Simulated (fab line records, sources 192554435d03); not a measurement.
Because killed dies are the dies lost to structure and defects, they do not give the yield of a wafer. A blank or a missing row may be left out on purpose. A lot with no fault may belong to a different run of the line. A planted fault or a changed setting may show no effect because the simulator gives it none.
Lot-split experiment    flow n5-finfet    on a route of 1938 steps: 7 lots, 21 wafers read

== ABOUT THE SPLIT ==
At N5_HKMG_FIN_COAT_29 (time 60 s, resist thk 300 nm), the setting spin-rpm was moved away from the recipe's 1500 rpm on 10 of the 21 wafers read, by -8.7% to +8.2%. The other wafers ran this setting at the recipe's value.

The reading comes from the split's own step.

== THE READING ==
SOC_of_HKMG_FIN_COAT_29.thk-nm (the simulator's own value, which no gauge read), in nm, at N5_HKMG_FIN_COAT_29 (time 60 s, resist thk 300 nm). There is no usual value for it anywhere in the file. Average 299.5 nm, standard deviation 0.74 nm, over the 11 wafers here run with the recipe.

wafer   tool, chamber at the split  spin-rpm as run, rpm  against the recipe  SOC_of_HKMG_FIN_COAT_29.thk-nm, nm  against lot-mates on the recipe
L075.1  litho-track-03, 0           1623                  +8.2%               287.6                               no lot-mate on the recipe
L075.5  litho-track-03, 0           1623                  +8.2%               287.6                               no lot-mate on the recipe
L075.4  litho-track-03, 0           1623                  +8.2%               286.6                               no lot-mate on the recipe
L083.2  litho-track-05, 0           1500                  recipe              299                                 -
L083.4  litho-track-05, 0           1500                  recipe              298.6                               -
L083.6  litho-track-05, 0           1395                  -7.0%               311.4                               +12.6
L082.1  litho-track-05, 0           1500                  recipe              300                                 -
L082.4  litho-track-05, 0           1594                  +6.3%               290.8                               -8.6
L082.5  litho-track-05, 0           1500                  recipe              298.8                               -
L090.1  litho-track-03, 0           1369                  -8.7%               313.4                               +13.4
L090.3  litho-track-03, 0           1500                  recipe              300.6                               -
L090.6  litho-track-03, 0           1500                  recipe              299.4                               -
L092.1  litho-track-03, 0           1374                  -8.4%               313.2                               +12.8
L092.2  litho-track-03, 0           1374                  -8.4%               313                                 +12.6
L092.4  litho-track-03, 0           1500                  recipe              300.4                               -
L094.1  litho-track-05, 0           1500                  recipe              300                                 -
L094.2  litho-track-05, 0           1500                  recipe              300                                 -
L094.6  litho-track-05, 0           1500                  recipe              299.8                               -
L096.2  litho-track-05, 0           1395                  -7.0%               311                                 +12.8
L096.4  litho-track-05, 0           1395                  -7.0%               310.4                               +12.2
L096.6  litho-track-05, 0           1500                  recipe              298.2                               -

FIT RESULTS
A straight line over all 21 wafers: SOC_of_HKMG_FIN_COAT_29.thk-nm changes by -1.55 nm for each +1% of spin-rpm; r = -1.00; the points scatter about the line by 0.69 nm.
The same after taking each lot's own level away (the mean of its wafers on the recipe; 18 wafers): -1.58 nm for each +1%; r = -0.99; scatter 0.78 nm.
The reading moves by 14 nm for the largest change in spin-rpm, on that fit.
The lots' own levels span 298.20 to 300.40 nm, that is 3.0 times the standard deviation above.
Consequently the slope shifts little with the lot-to-lot level, the two slopes agreeing.
Check: with one of the wafers moved furthest among these (-8.7%) left out of the fit, the line predicts +14.2 nm for it against its lot-mates. Against them it came out at +13.4 nm.

== OTHER SPLITS ON THESE WAFERS ==
Note: prior to the reading, these wafers also went through further splits. Each is held against what the fit with the lots' levels taken away leaves over:
other split on the same wafers  wafers away from the commonest value  r with SOC_of_HKMG_FIN_COAT_29.thk-nm (lot level and that fit taken away)
N5_SD_EPI_N_PRECLEAN_49 temp-c  6                                     -0.35
N5_HKMG_FIN_PEB_47 peb-time-s   9                                     +0.24
N5_HKMG_FIN_ETCH_55 bias-w      8                                     +0.42

== THE FILE'S OWN FIT ==
SOC_of_HKMG_FIN_COAT_29.thk-nm changes by -1.6 nm for each +1% of spin-rpm, r = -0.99.
